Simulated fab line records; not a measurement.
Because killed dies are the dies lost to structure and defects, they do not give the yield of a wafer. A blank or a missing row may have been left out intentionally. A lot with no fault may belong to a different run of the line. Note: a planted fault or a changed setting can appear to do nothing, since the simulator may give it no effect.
Split-lot study / flow n5-finfet / 21 wafers read across 7 lots, on a route 1938 steps long

THE SPLIT ITSELF
At N5_BEOL_M7_COAT_05 (resist thk 90 nm), the setting spin-rpm was moved away from the recipe's 1500 rpm on 6 of the 21 wafers read, by -10.8% to +7.6%. This setting was run at the recipe's value on the other wafers.

Reading taken at the split's own step.

THE READING
CAR-ArF_of_BEOL_M7_COAT_05.thk-nm (the simulator's own value, which no gauge read), in nm, at N5_BEOL_M7_COAT_05 (resist thk 90 nm). The file does not state a usual value for it. The 15 wafers here that ran the recipe average 90.0 nm, standard deviation 0.23 nm.

wafer=L075.1; tool, chamber at the split=litho-track-02, 0; spin-rpm as run, rpm=1500; against the recipe=recipe; CAR-ArF_of_BEOL_M7_COAT_05.thk-nm, nm=90; against lot-mates on the recipe=-
wafer=L075.4; tool, chamber at the split=litho-track-02, 0; spin-rpm as run, rpm=1500; against the recipe=recipe; CAR-ArF_of_BEOL_M7_COAT_05.thk-nm, nm=90; against lot-mates on the recipe=-
wafer=L075.6; tool, chamber at the split=litho-track-02, 0; spin-rpm as run, rpm=1500; against the recipe=recipe; CAR-ArF_of_BEOL_M7_COAT_05.thk-nm, nm=89.8; against lot-mates on the recipe=-
wafer=L079.1; tool, chamber at the split=litho-track-03, 0; spin-rpm as run, rpm=1500; against the recipe=recipe; CAR-ArF_of_BEOL_M7_COAT_05.thk-nm, nm=90.4; against lot-mates on the recipe=-
wafer=L079.2; tool, chamber at the split=litho-track-03, 0; spin-rpm as run, rpm=1614; against the recipe=+7.6%; CAR-ArF_of_BEOL_M7_COAT_05.thk-nm, nm=87.2; against lot-mates on the recipe=-3.1
wafer=L079.5; tool, chamber at the split=litho-track-03, 0; spin-rpm as run, rpm=1500; against the recipe=recipe; CAR-ArF_of_BEOL_M7_COAT_05.thk-nm, nm=90.2; against lot-mates on the recipe=-
wafer=L084.3; tool, chamber at the split=litho-track-03, 0; spin-rpm as run, rpm=1346; against the recipe=-10.3%; CAR-ArF_of_BEOL_M7_COAT_05.thk-nm, nm=94.8; against lot-mates on the recipe=no lot-mate on the recipe
wafer=L084.4; tool, chamber at the split=litho-track-03, 0; spin-rpm as run, rpm=1346; against the recipe=-10.3%; CAR-ArF_of_BEOL_M7_COAT_05.thk-nm, nm=95; against lot-mates on the recipe=no lot-mate on the recipe
wafer=L084.6; tool, chamber at the split=litho-track-03, 0; spin-rpm as run, rpm=1346; against the recipe=-10.3%; CAR-ArF_of_BEOL_M7_COAT_05.thk-nm, nm=94.6; against lot-mates on the recipe=no lot-mate on the recipe
wafer=L085.2; tool, chamber at the split=litho-track-03, 0; spin-rpm as run, rpm=1500; against the recipe=recipe; CAR-ArF_of_BEOL_M7_COAT_05.thk-nm, nm=89.8; against lot-mates on the recipe=-
wafer=L085.5; tool, chamber at the split=litho-track-03, 0; spin-rpm as run, rpm=1500; against the recipe=recipe; CAR-ArF_of_BEOL_M7_COAT_05.thk-nm, nm=89.8; against lot-mates on the recipe=-
wafer=L085.6; tool, chamber at the split=litho-track-03, 0; spin-rpm as run, rpm=1500; against the recipe=recipe; CAR-ArF_of_BEOL_M7_COAT_05.thk-nm, nm=89.6; against lot-mates on the recipe=-
wafer=L086.2; tool, chamber at the split=litho-track-02, 0; spin-rpm as run, rpm=1500; against the recipe=recipe; CAR-ArF_of_BEOL_M7_COAT_05.thk-nm, nm=90.2; against lot-mates on the recipe=-
wafer=L086.3; tool, chamber at the split=litho-track-02, 0; spin-rpm as run, rpm=1500; against the recipe=recipe; CAR-ArF_of_BEOL_M7_COAT_05.thk-nm, nm=90.2; against lot-mates on the recipe=-
wafer=L086.5; tool, chamber at the split=litho-track-02, 0; spin-rpm as run, rpm=1500; against the recipe=recipe; CAR-ArF_of_BEOL_M7_COAT_05.thk-nm, nm=90; against lot-mates on the recipe=-
wafer=L088.2; tool, chamber at the split=litho-track-02, 0; spin-rpm as run, rpm=1338; against the recipe=-10.8%; CAR-ArF_of_BEOL_M7_COAT_05.thk-nm, nm=95.4; against lot-mates on the recipe=+5.4
wafer=L088.3; tool, chamber at the split=litho-track-02, 0; spin-rpm as run, rpm=1338; against the recipe=-10.8%; CAR-ArF_of_BEOL_M7_COAT_05.thk-nm, nm=95.4; against lot-mates on the recipe=+5.4
wafer=L088.4; tool, chamber at the split=litho-track-02, 0; spin-rpm as run, rpm=1500; against the recipe=recipe; CAR-ArF_of_BEOL_M7_COAT_05.thk-nm, nm=90; against lot-mates on the recipe=-
wafer=L090.2; tool, chamber at the split=litho-track-02, 0; spin-rpm as run, rpm=1500; against the recipe=recipe; CAR-ArF_of_BEOL_M7_COAT_05.thk-nm, nm=90.2; against lot-mates on the recipe=-
wafer=L090.4; tool, chamber at the split=litho-track-02, 0; spin-rpm as run, rpm=1500; against the recipe=recipe; CAR-ArF_of_BEOL_M7_COAT_05.thk-nm, nm=89.8; against lot-mates on the recipe=-
wafer=L090.6; tool, chamber at the split=litho-track-02, 0; spin-rpm as run, rpm=1500; against the recipe=recipe; CAR-ArF_of_BEOL_M7_COAT_05.thk-nm, nm=89.6; against lot-mates on the recipe=-

FIT RESULTS
A straight line over all 21 wafers: CAR-ArF_of_BEOL_M7_COAT_05.thk-nm changes by -0.467 nm for each +1% of spin-rpm; r = -0.99; the points scatter about the line by 0.29 nm.
The same after taking each lot's own level away (the mean of its wafers on the recipe; 18 wafers): -0.479 nm for each +1%; r = -1.00; scatter 0.2 nm.
The reading moves by 5.2 nm for the largest change in spin-rpm, on that fit.
Across the lots, their own levels run from 89.73 to 90.30 nm, a range of 2.5 times the standard deviation given above.
The two slopes are in agreement: the lot-to-lot level therefore moves the slope only a little.
Check: +5.11 nm against its lot-mates is what the line predicts for one of the wafers moved furthest among these (-10.8%) when that wafer is left out of the fit. It came out at +5.4 nm against them.

THESE WAFERS: OTHER SPLITS
These wafers also went through other splits before the reading. Each is held against what the fit with the lots' levels taken away leaves over:
other split on the same wafers=N5_BEOL_M5_VIA_ETCH_34 bias-w; wafers away from the commonest value=8; r with CAR-ArF_of_BEOL_M7_COAT_05.thk-nm (lot level and that fit taken away)=-0.23
other split on the same wafers=N5_BEOL_M5_TRENCH_ETCH_37 bias-w; wafers away from the commonest value=7; r with CAR-ArF_of_BEOL_M7_COAT_05.thk-nm (lot level and that fit taken away)=+0.00

THE FILE'S OWN FIT
CAR-ArF_of_BEOL_M7_COAT_05.thk-nm changes by -0.469 nm for each +1% of spin-rpm, r = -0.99.
